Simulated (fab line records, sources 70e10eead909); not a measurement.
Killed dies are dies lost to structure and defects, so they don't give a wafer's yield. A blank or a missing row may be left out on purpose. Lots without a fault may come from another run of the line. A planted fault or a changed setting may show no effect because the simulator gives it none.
Which tool did it? | flow nand_harc | 11 lots, 33 wafers sampled, at 6 steps of a route of 1159

WHAT THE GAUGES READ, wafer by wafer
NHARC_P_M0_INSPECT_27.
lot  | measured     | on                | raw_defect_count
L368 | day 6 10:39  | defect_inspect-01 | 154 186 313
L370 | day 7 04:56  | defect_inspect-02 | 278 312 319
L371 | day 7 10:34  | defect_inspect-02 | 412 361 277
L374 | day 7 22:23  | defect_inspect-01 | 172 321 258
L375 | day 8 10:53  | defect_inspect-01 | 310 411 366
L376 | day 8 11:06  | defect_inspect-01 | 291 242 239
L377 | day 9 08:58  | defect_inspect-02 | 233 160 253
L386 | day 10 15:00 | defect_inspect-01 | 279 308 438
L384 | day 10 15:36 | defect_inspect-01 | 637 330 488
L387 | day 11 06:47 | defect_inspect-01 | 213 422 467
L388 | day 11 14:56 | defect_inspect-01 | 216 743 560

NHARC_P_M1_CD_MEAS_09: target cd 130 nm.
lot  | measured     | on        | cd_nm (nm)
L368 | day 6 12:04  | cd_sem-01 | 129.9 130.1 129.5
L370 | day 7 06:32  | cd_sem-02 | 131.2 131.5 130.3
L371 | day 7 11:55  | cd_sem-01 | 130.0 129.7 129.7
L374 | day 7 23:47  | cd_sem-02 | 130.1 130.2 129.9
L375 | day 8 12:17  | cd_sem-03 | 129.8 129.7 130.1
L376 | day 8 12:29  | cd_sem-02 | 138.1 138.0 138.7
L377 | day 9 10:40  | cd_sem-03 | 138.3 138.1 138.9
L386 | day 10 16:23 | cd_sem-03 | 130.0 129.3 129.5
L384 | day 10 16:58 | cd_sem-01 | 130.1 130.1 129.8
L387 | day 11 08:11 | cd_sem-03 | 129.6 129.9 129.0
L388 | day 11 16:13 | cd_sem-03 | 129.3 129.1 129.7

NHARC_END_SORT_01.
lot  | measured     | on        | defect_limited_yield (%) | killed_at_array | killed_at_other | killed_at_periphery | killed_dies | killed_open | killed_short | sort_bin_2_pct (%) | sort_bin_3_pct (%) | sort_bin_4_pct (%) | sort_n_pass | sort_rim_yield_pct (%) | sort_yield_pct (%)
L376 | day 21 17:17 | prober-01 | 94.2 94.5 94.5           | 36 34 35        | 0 0 0           | 3 3 2               | 39 37 37    | 1 3 2       | 2 1 2        | 1.8 1.9 1.9        | 0.44 0.44 0        | 3.5 3.1 3.5        | 638 640 640 | 98.1 93.4 91.5         | 94.2 94.5 94.5
L377 | day 22 02:01 | prober-02 | 91.4                     | 52              | 1               | 5                   | 58          | 1           | 0            | 1.8                | 0.89               | 5.9                | 619         | 94.3                   | 91.4
L386 | day 24 14:53 | prober-02 | 92.2 94.4 94.1           | 52 33 39        | 0 1 0           | 1 4 1               | 53 38 40    | 1 2 1       | 1 0 3        | 2.5 2.8 1.5        | 0.44 0.30 0.89     | 4.9 2.5 3.5        | 624 639 637 | 94.3 91.5 90.6         | 92.2 94.4 94.1

WHICH TOOL RAN EACH LOT (tool, then ch and the chambers of the sampled wafers, then the start)
lot  | NHARC_P_M1_PEB_07                 | NHARC_P_M1_ETCH_35                 | NHARC_P_M1_ETCH_15
L368 | litho_track-04 ch 0, day 6 11:59  | rie_diel-03 ch 0,1,2, day 6 12:21  | rie_diel-03 ch 0,3, no start
L370 | litho_track-06 ch 0, day 7 06:27  | rie_diel-03 ch 1,2,3, day 7 06:48  | rie_diel-03 ch 0,2,3, no start
L371 | litho_track-06 ch 0, day 7 11:50  | rie_diel-10 ch 0,1,3, day 7 12:13  | rie_diel-10 ch 0,1,3, no start
L374 | litho_track-06 ch 0, day 7 23:42  | rie_diel-08 ch 0,1,3, day 8 00:03  | rie_diel-08 ch 0,2, no start
L375 | litho_track-01 ch 0, day 8 12:12  | rie_diel-08 ch 0,1,2, day 8 12:34  | rie_diel-08 ch 0,1,2, no start
L376 | litho_track-06 ch 0, day 8 12:24  | rie_diel-03 ch 2,3, day 8 12:45    | rie_diel-03 ch 0,1,3, day 21 17:17 or earlier
L377 | litho_track-06 ch 0, day 9 10:35  | rie_diel-03 ch 1,3, day 9 10:56    | rie_diel-03 ch 0,1,3, day 22 02:01 or earlier
L386 | litho_track-01 ch 0, day 10 16:19 | rie_diel-03 ch 0,2, day 10 16:40   | rie_diel-03 ch 0,2, day 24 14:53 or earlier
L384 | litho_track-04 ch 0, day 10 16:53 | rie_diel-08 ch 0,1, day 10 17:16   | rie_diel-08 ch 0,3, no start
L387 | litho_track-04 ch 0, day 11 08:07 | rie_diel-10 ch 0,1,2, day 11 08:28 | rie_diel-10 ch 0,1,3, no start
L388 | litho_track-04 ch 0, day 11 16:08 | rie_diel-03 ch 1,3, day 11 16:29   | rie_diel-03 ch 1,3, no start
- NHARC_P_M1_PEB_07: peb time 65 s.
- NHARC_P_M1_ETCH_35: etches the open film in N2/H2, target depth 40 nm, overetch 12 nm, time 43.94 s.
- NHARC_P_M1_ETCH_15: etches the open film in C4F8/Ar, target depth 182.5 nm, time 91.2 s.

WHAT THE TOOLS THEMSELVES READ (means of the sampled wafers that have a number; where no wafer has one, the mark that the record gives instead)
NHARC_P_M1_PEB_07.
lot  | tool           | heater_power_total_W (W) | plate_temp_C (C)
L368 | litho_track-04 | 156.5                    | 100.00
L370 | litho_track-06 | 156.5                    | 100.06
L371 | litho_track-06 | 156.8                    | 100.02
L374 | litho_track-06 | 156.4                    | 99.98
L375 | litho_track-01 | 156.3                    | 100.00
L376 | litho_track-06 | 161.8                    | 102.42
L377 | litho_track-06 | 161.8                    | 102.55
L386 | litho_track-01 | 157.0                    | 99.98
L384 | litho_track-04 | 157.2                    | 100.05
L387 | litho_track-04 | 156.6                    | 100.02
L388 | litho_track-04 | 157.0                    | 100.12

NHARC_P_M1_ETCH_35.
lot  | tool        | drypump_motor_current_A (A) | oes_product_au (a.u.) | rf_vpp_V (V) | showerhead_plenum_p_Torr (Torr) | throttle_valve_pct (%)
L368 | rie_diel-03 | 5.9                         | 1.004                 | 432.0        | 2.07                            | 14.165
L370 | rie_diel-03 | 5.9                         | 0.999                 | 431.3        | 2.08                            | 14.176
L371 | rie_diel-10 | 5.6                         | 1.004                 | 429.4        | 1.99                            | 14.171
L374 | rie_diel-08 | 6.3                         | 0.991                 | 433.1        | 2.11                            | 14.173
L375 | rie_diel-08 | 6.2                         | 0.996                 | 432.9        | 2.09                            | 14.171
L376 | rie_diel-03 | 5.9                         | 1.009                 | 431.6        | 2.10                            | 14.170
L377 | rie_diel-03 | 6.3                         | 1.003                 | 432.2        | 2.10                            | 14.170
L386 | rie_diel-03 | 5.6                         | 0.996                 | 431.7        | 2.07                            | 14.167
L384 | rie_diel-08 | 6.5                         | 0.996                 | 432.6        | 2.09                            | 14.166
L387 | rie_diel-10 | 5.5                         | 1.003                 | 429.3        | 2.00                            | 14.163
L388 | rie_diel-03 | 6.3                         | 0.994                 | 431.1        | 2.07                            | 14.170

NHARC_P_M1_ETCH_15.
lot  | tool        | oes_product_au (a.u.) | rf_vpp_V (V)
L368 | rie_diel-03 | 0.970                 | 443.0
L370 | rie_diel-03 | 0.931                 | 441.7
L371 | rie_diel-10 | 0.930                 | 439.6
L374 | rie_diel-08 | 0.970                 | 441.2
L375 | rie_diel-08 | 0.973                 | 440.8
L376 | rie_diel-03 | 0.966                 | 440.9
L377 | rie_diel-03 | 0.975                 | 442.6
L386 | rie_diel-03 | 0.966                 | 441.5
L384 | rie_diel-08 | 0.943                 | 442.0
L387 | rie_diel-10 | 0.965                 | 439.7
L388 | rie_diel-03 | 0.952                 | 442.3

THE ANSWER, worked out from the rows above alone
Rule: what is usual is taken from the lots themselves. Put in order of their means at a reading, lots are off if they are a third of the lots or fewer, leave a main group of 4 or more, and stand apart from it by a gap of 3 or more times the standard deviation of the main group's means; of several such gaps the widest counts. A main group whose means are all the same, to the digits that the tables above print for the reading, isn't used. A lot without any number at a reading at which 4 lots or more have one is off too. The other lots that the step has rows for count as sound. The gauges are gone through in route order, then the tools' own readings, and for those a lot's mean is taken as printed above. The first step at which some lot is off is used, and at that step the reading that is off furthest; a lot without a number counts as furthest.
Off: L376, L377, at NHARC_P_M1_CD_MEAS_09 (cd_nm). The main group: mean 129.9 nm, standard deviation 0.45.
A tool fits if, at a process step before that reading, it ran every lot that is off, and no sound lot after the first of them. The gauges at NHARC_P_M1_CD_MEAS_09 aren't tried: what is off there is off at NHARC_P_M1_PEB_07 too, on other tools, and a gauge's error can't cause that. One fits: litho_track-06 at NHARC_P_M1_PEB_07. Its last sound lot is L374 (day 7 23:42), its first lot that is off L376 (day 8 12:24): a fault that began between those two fits.
The tool's own readings at NHARC_P_M1_PEB_07 bear it out: on the lots that are off they differ by more than 5 times the standard deviation of the sound lots' means. heater_power_total_W reads 161.8 W there against 156.7 W on the sound lots; plate_temp_C reads 102.48 C there against 100.03 C on the sound lots.

WHAT THE SIMULATOR HAD PUT IN
Process parameter drift: litho_track-06, from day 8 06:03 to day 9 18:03, at NHARC_P_M1_PEB_07. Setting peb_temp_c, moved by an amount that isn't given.
Lots struck among those shown: L376, L377. The rule above found the same.
